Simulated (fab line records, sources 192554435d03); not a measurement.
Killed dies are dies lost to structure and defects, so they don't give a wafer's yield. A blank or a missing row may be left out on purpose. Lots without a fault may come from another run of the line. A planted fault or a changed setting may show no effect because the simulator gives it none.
Split-lot experiment | flow n5_finfet | 7 lots, 39 wafers read, on a route of 1938 steps

THE SPLIT
At N5_HKMG_FIN_DEVELOP_11 (develop time 30 s), the setting develop_time_s was moved away from the recipe's 30 s on 12 of the 39 wafers read, by -50.7% to +37.6%. The other wafers ran this setting at the recipe's value.

The file shows no step between the split and the reading.

THE READING
cd_nm, in nm, at N5_HKMG_FIN_CD_MEAS_12 (target cd 92.8 nm). Fault-free wafers of this fab line usually give 92.9 nm, standard deviation 0.68 nm.

wafer  | tool, chamber at the split | develop_time_s as run, s | against the recipe | cd_nm, nm | against lot-mates on the recipe
L076.1 | litho_track-02, 0          | 30                       | recipe             | 93.6      | -
L076.2 | litho_track-02, 0          | 30                       | recipe             | 93.4      | -
L076.3 | litho_track-02, 0          | 30                       | recipe             | 93.3      | -
L076.4 | litho_track-02, 0          | 30                       | recipe             | 93.4      | -
L076.5 | litho_track-02, 0          | 30                       | recipe             | 93.7      | -
L076.6 | litho_track-02, 0          | 30                       | recipe             | 93.2      | -
L080.1 | litho_track-02, 0          | 30                       | recipe             | 93.3      | -
L080.2 | litho_track-02, 0          | 16.94                    | -43.5%             | 91.2      | -2.2
L080.3 | litho_track-02, 0          | 30                       | recipe             | 93.0      | -
L080.4 | litho_track-02, 0          | 16.94                    | -43.5%             | 90.5      | -2.9
L080.5 | litho_track-02, 0          | 30                       | recipe             | 93.8      | -
L080.6 | litho_track-02, 0          | 16.94                    | -43.5%             | 90.5      | -2.9
L082.1 | litho_track-04, 0          | 30                       | recipe             | 93.4      | -
L082.2 | litho_track-04, 0          | 30                       | recipe             | 93.1      | -
L082.3 | litho_track-04, 0          | 30                       | recipe             | 92.3      | -
L082.4 | litho_track-04, 0          | 30                       | recipe             | 93.4      | -
L082.5 | litho_track-04, 0          | 30                       | recipe             | 92.6      | -
L082.6 | litho_track-04, 0          | 30                       | recipe             | 93.1      | -
L085.2 | litho_track-04, 0          | 30                       | recipe             | 93.2      | -
L085.4 | litho_track-04, 0          | 30                       | recipe             | 93.3      | -
L085.5 | litho_track-04, 0          | 30                       | recipe             | 92.7      | -
L088.1 | litho_track-02, 0          | 19.76                    | -34.1%             | 90.9      | -1.8
L088.2 | litho_track-02, 0          | 30                       | recipe             | 93.4      | -
L088.3 | litho_track-02, 0          | 19.76                    | -34.1%             | 91.1      | -1.6
L088.4 | litho_track-02, 0          | 30                       | recipe             | 92.4      | -
L088.5 | litho_track-02, 0          | 19.76                    | -34.1%             | 91.5      | -1.2
L088.6 | litho_track-02, 0          | 30                       | recipe             | 92.4      | -
L091.1 | litho_track-03, 0          | 30                       | recipe             | 92.5      | -
L091.2 | litho_track-03, 0          | 30                       | recipe             | 93.0      | -
L091.3 | litho_track-03, 0          | 41.27                    | +37.6%             | 94.5      | +1.4
L091.4 | litho_track-03, 0          | 30                       | recipe             | 93.9      | -
L091.5 | litho_track-03, 0          | 41.27                    | +37.6%             | 94.6      | +1.5
L091.6 | litho_track-03, 0          | 41.27                    | +37.6%             | 94.4      | +1.3
L097.1 | litho_track-03, 0          | 30                       | recipe             | 92.2      | -
L097.2 | litho_track-03, 0          | 14.79                    | -50.7%             | 89.5      | -2.9
L097.3 | litho_track-03, 0          | 14.79                    | -50.7%             | 87.8      | -4.6
L097.4 | litho_track-03, 0          | 14.79                    | -50.7%             | 88.5      | -3.9
L097.5 | litho_track-03, 0          | 30                       | recipe             | 93.0      | -
L097.6 | litho_track-03, 0          | 30                       | recipe             | 91.9      | -

THE FIT
A straight line over all 39 wafers: cd_nm changes by +0.0617 nm for each +1% of develop_time_s; r = +0.90; the points scatter about the line by 0.67 nm.
The same after taking each lot's own level away (the mean of its wafers on the recipe; 39 wafers): +0.0569 nm for each +1%; r = +0.93; scatter 0.52 nm.
On that fit, the largest move of develop_time_s shifts the reading by 2.9 nm.
The lots' own levels span 92.37 to 93.43 nm, that is 1.6 times the standard deviation above.
So the lot-to-lot level changes the slope little: the two slopes agree.
Check: with one of the wafers moved furthest among these (-50.7%) left out of the fit, the line predicts -3.01 nm for it against its lot-mates. It came out at -2.87 nm against them.

OTHER SPLITS ON THESE WAFERS
These wafers also went through other splits before the reading. Each is held against what the fit with the lots' levels taken away leaves over:
other split on the same wafers        | wafers away from the commonest value | r with cd_nm (lot level and that fit taken away)
N5_FIN_SAQP_DEVELOP_15 develop_time_s | 9                                    | -0.15
N5_FIN_SAQP_ETCH_69 target_depth_a    | 15                                   | -0.10
N5_HKMG_FIN_ETCH_58 target_depth_a    | 15                                   | +0.20

THE FILE'S OWN FIT
cd_nm changes by +0.0584 nm for each +1% of develop_time_s, r = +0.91.
